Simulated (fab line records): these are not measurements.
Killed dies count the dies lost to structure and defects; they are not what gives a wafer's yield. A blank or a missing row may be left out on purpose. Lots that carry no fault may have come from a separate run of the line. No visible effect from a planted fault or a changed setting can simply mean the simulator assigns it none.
A struck lot beside a sound one | flow n5 finfet | 34 out of 1938 route steps
Sound: the wafers L723.2, L723.3, L723.4. Struck: wafers L711.2, L711.6. (L711.5 of the same lot was not struck and is left out.) The cause comes at the end.
Order at every step that has rows: each side's tool, ch and its chambers, its first start. Under that, the readings that differ: sound wafers | struck wafers | difference of the means | sigmas: that difference in standard deviations of wafers without a fault.
alike: readings whose means differ by less than 2 such deviations, and words and numbers that are the same on both sides. not compared: withheld readings, readings that some wafer has no value for, bounds like >300 that may hide the same value, and numbers for which the record gives no deviation and whose values overlap.
A row with sigmas, a row that says differs or no value, or rows on one side alone: a step with any of these is where the two part. When numbers do not overlap yet have no deviation, they are printed without sigmas and do not part them. Lack of a reading on every wafer of one side parts them only where that side has two or more wafers.

first, 9 steps without rows for these wafers: N5_SD_EPI_P_DEVELOP_08 (develop time 30 s); N5_SD_EPI_P_DESCUM_14 (chemistry O2, time 7.9 s); N5_SD_EPI_P_ETCH_36 (etches SiARC in CF4, target depth 45.5 nm, time 75.8 s); N5_SD_EPI_P_ETCH_37 (etches SOC in N2/H2, overetch 108 nm, time 486 s); N5_SD_EPI_P_STRIP_38 (strips in N2/H2); N5_SD_EPI_P_ETCHBACK_46 (etches SiNx in CH3F/O2, stops on SiO2, target depth 17.5 nm); N5_SD_EPI_P_ETCH_47 (etches SiOCN in CH3F/O2, target depth 25 nm); N5_SD_EPI_P_ETCH_16 (etches SiO2 in CHF3/O2, target depth 5 nm); N5_SD_EPI_P_STRIP_50 (strips in CHF3/O2).
N5_SD_EPI_P_SD_RECESS_17: chemistry HBr/Cl2/O2, target depth 39.1 nm, bt time 3 s.
  sound on rie si-04 ch 1,2,3, day 9 02:37; struck on rie si-05 ch 0,3, day 5 20:55
  reading                              | sound            | struck      | difference | sigmas
  model.SD_EPI_P.feature depth nm (nm) | 39.6 39.2 39.4   | 35.6 36.4   | -3.4       |
  model.etch.depth nm (nm)             | 39.64 39.16 39.4 | 35.59 36.47 | -3.37      |
  alike: chamber pressure mTorr, drypump motor current A, oes product au, throttle valve pct
  not compared: rf hours counter h
then, 22 steps without rows for these wafers: N5_SD_EPI_P_WET_ETCH_45 (etches SiO2 in dHF, time 10.7 s, target depth 2 nm, rinse time 30 s); N5_SD_EPI_P_STRIP_40 (strips in N2/H2); N5_SD_EPI_P_PRECLEAN_52 (cleans in O3/DIW, time 60 s); N5_SD_EPI_P_SRD_20 (time 30 s); N5_SD_EPI_P_PRECLEAN_51 (cleans in NF3:NH3, afs cycles 1, time 20 s, sublimation time 60 s); N5_SD_EPI_P_VAPOR_ETCH_44 (etches SiGe30 in NF3/Ar, time 3.3 s); N5_SD_EPI_P_EPI_21 (deposits SiGe:B, time 355 s); N5_SD_EPI_P_HM_STRIP_48 (strips SiNx in H3PO4, material SiNx, target depth 3 nm); N5_SD_EPI_P_SRD_49 (time 30 s); N5_SD_EPI_P_PRECLEAN_24 (cleans in O3/DIW, time 45 s); N5_SD_EPI_P_PRECLEAN_32 (cleans in dHF, time 10 s); N5_SD_EPI_P_PRECLEAN_33 (cleans in SC2, time 45 s); N5_SD_EPI_P_SRD_25 (time 30 s); N5_SD_ACTIVATION_RTA_00 (time 0 s); N5_SD_ACTIVATION_LSA_01 (time 0.0008 s); N5_ILD0_LINER_00 (material SiNx, target thk 4 nm, pulse time 1 s, purge time 2 s); N5_ILD0_FCVD_FILL_01 (material SiO2 flowable, target thk 200 nm, time 328.3 s); N5_ILD0_CURE_02 (time 1800 s); N5_ILD0_CMP_03 (polishes, stops on SiNx, t overpolish 1.9 s, target thk 197.38 nm); N5_ILD0_CMP_07 (polishes SiO2 flowable, stops on poly-Si, t overpolish 1.18 s, target thk 138.88 nm); N5_ILD0_PRECLEAN_10 (cleans in NF3:NH3, afs cycles 5, time 20 s, sublimation time 60 s); N5_ILD0_ALD_15 (deposits SiNx, target thk 24 nm, pulse time 1 s, ald cycles 480).
-- the record jumps here: 5 days lie between the struck wafers' starts before and after (it left off in module ILD0 and takes up again in module BEOL_M4, whose first step shown is number 1111 of the route) --
N5_BEOL_M4_RC_MEAS_101:
  sound on prober-02 ch 0, day 14 07:38; struck on prober-01 ch 0, day 10 18:37
  reading        | sound                | struck        | difference | sigmas
  CJ_P           | 5.87 5.89 5.87       | 5.02 5.50     | -0.62      | -5
  IOFF_P (nA/um) | 0.246 0.218 0.248    | 0.170 0.163   | -0.071     | -3
  ION_N (uA/um)  | 676 673 690          | 665 657       | -19        | -2
  ION_P (uA/um)  | 468 466 475          | 450 450       | -20        | -3
  VT_P (mV)      | -245.1 -247.4 -248.4 | -254.7 -254.1 | -7.4       | -3
  alike: DIBL_N, DIBL_P, IOFF_N, SS_N, SS_P, VT_N
following that, these wafers have no rows for 1 step: N5_PASSIVATION_PROBE_49.

WHERE THEY PART
Only at N5_BEOL_M4_RC_MEAS_101, as far as this record shows.

WHY: the cause the simulator had injected
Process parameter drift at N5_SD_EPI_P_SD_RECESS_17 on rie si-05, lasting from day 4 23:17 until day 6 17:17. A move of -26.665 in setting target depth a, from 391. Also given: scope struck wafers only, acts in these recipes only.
